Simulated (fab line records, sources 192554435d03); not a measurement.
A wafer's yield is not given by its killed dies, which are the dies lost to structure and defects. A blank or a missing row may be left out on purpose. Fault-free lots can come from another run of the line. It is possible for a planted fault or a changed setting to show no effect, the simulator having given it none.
Which tool is to blame? :: flow n5-finfet :: 12 lots with 36 wafers sampled at 2 steps, on a route of 1938 steps

== WHAT THE GAUGES READ, wafer by wafer ==
N5_ILD0_INSPECT_06: inspects for defects (darkfield).
lot: L075
measured: day 3 20:56
on: defect-inspect-02
raw-defect-count: 22 27 13

lot: L077
measured: day 4 09:25
on: defect-inspect-02
raw-defect-count: 27 38 16

lot: L079
measured: day 4 23:14
on: defect-inspect-02
raw-defect-count: 16 31 21

lot: L081
measured: day 5 12:02
on: defect-inspect-01
raw-defect-count: 24 20 18

lot: L083
measured: day 6 00:26
on: defect-inspect-02
raw-defect-count: 23 12 7

lot: L085
measured: day 6 09:37
on: defect-inspect-02
raw-defect-count: 29 24 31

lot: L087
measured: day 6 21:50
on: defect-inspect-02
raw-defect-count: 24 28 26

lot: L089
measured: day 7 13:31
on: defect-inspect-02
raw-defect-count: 58 38 28

lot: L091
measured: day 7 23:51
on: defect-inspect-02
raw-defect-count: 55 55 42

lot: L092
measured: day 8 19:10
on: defect-inspect-01
raw-defect-count: 53 87 47

lot: L095
measured: day 9 02:19
on: defect-inspect-01
raw-defect-count: 45 36 48

lot: L097
measured: day 9 13:08
on: defect-inspect-01
raw-defect-count: 50 34 53

== WHICH TOOL RAN EACH LOT (tool, then ch and the chambers of the sampled wafers, then the start) ==
lot: L075
N5_ILD0_CMP_12: cmp-01 ch 0,2,3, day 3 20:37

lot: L077
N5_ILD0_CMP_12: cmp-04 ch 2,3, day 4 09:06

lot: L079
N5_ILD0_CMP_12: cmp-01 ch 1,3, day 4 22:57

lot: L081
N5_ILD0_CMP_12: cmp-03 ch 0,1,2, day 5 11:43

lot: L083
N5_ILD0_CMP_12: cmp-01 ch 1,2,3, day 6 00:09

lot: L085
N5_ILD0_CMP_12: cmp-03 ch 0,1, day 6 09:20

lot: L087
N5_ILD0_CMP_12: cmp-04 ch 0,2, day 6 21:34

lot: L089
N5_ILD0_CMP_12: cmp-04 ch 2,3, day 7 13:12

lot: L091
N5_ILD0_CMP_12: cmp-04 ch 0,1,3, day 7 23:36

lot: L092
N5_ILD0_CMP_12: cmp-03 ch 0,1,3, day 8 18:51

lot: L095
N5_ILD0_CMP_12: cmp-03 ch 1,3, day 9 02:02

lot: L097
N5_ILD0_CMP_12: cmp-01 ch 1,2, day 9 12:51
- N5_ILD0_CMP_12: polishes SiNx, stops on poly-Si, t overpolish 6 s, target thk 17.67 nm.

== THE ANSWER, worked out from the rows above alone ==
Rule: the lots themselves supply what counts as usual. Put in order of their means at a reading, lots are off if they are a third of the lots or fewer, leave a main group of 4 or more, and stand apart from it by a gap of 3 or more times the standard deviation of the main group's means; of several such gaps the widest counts. A main group whose means are all the same, to the digits that the tables above print for the reading, isn't used. A lot without any number at a reading at which 4 lots or more have one is off too. All remaining lots with rows at the step are treated as sound.
Across all readings shown, no lot is off: no conclusion can be drawn from this.

== WHAT THE SIMULATOR HAD PUT IN ==
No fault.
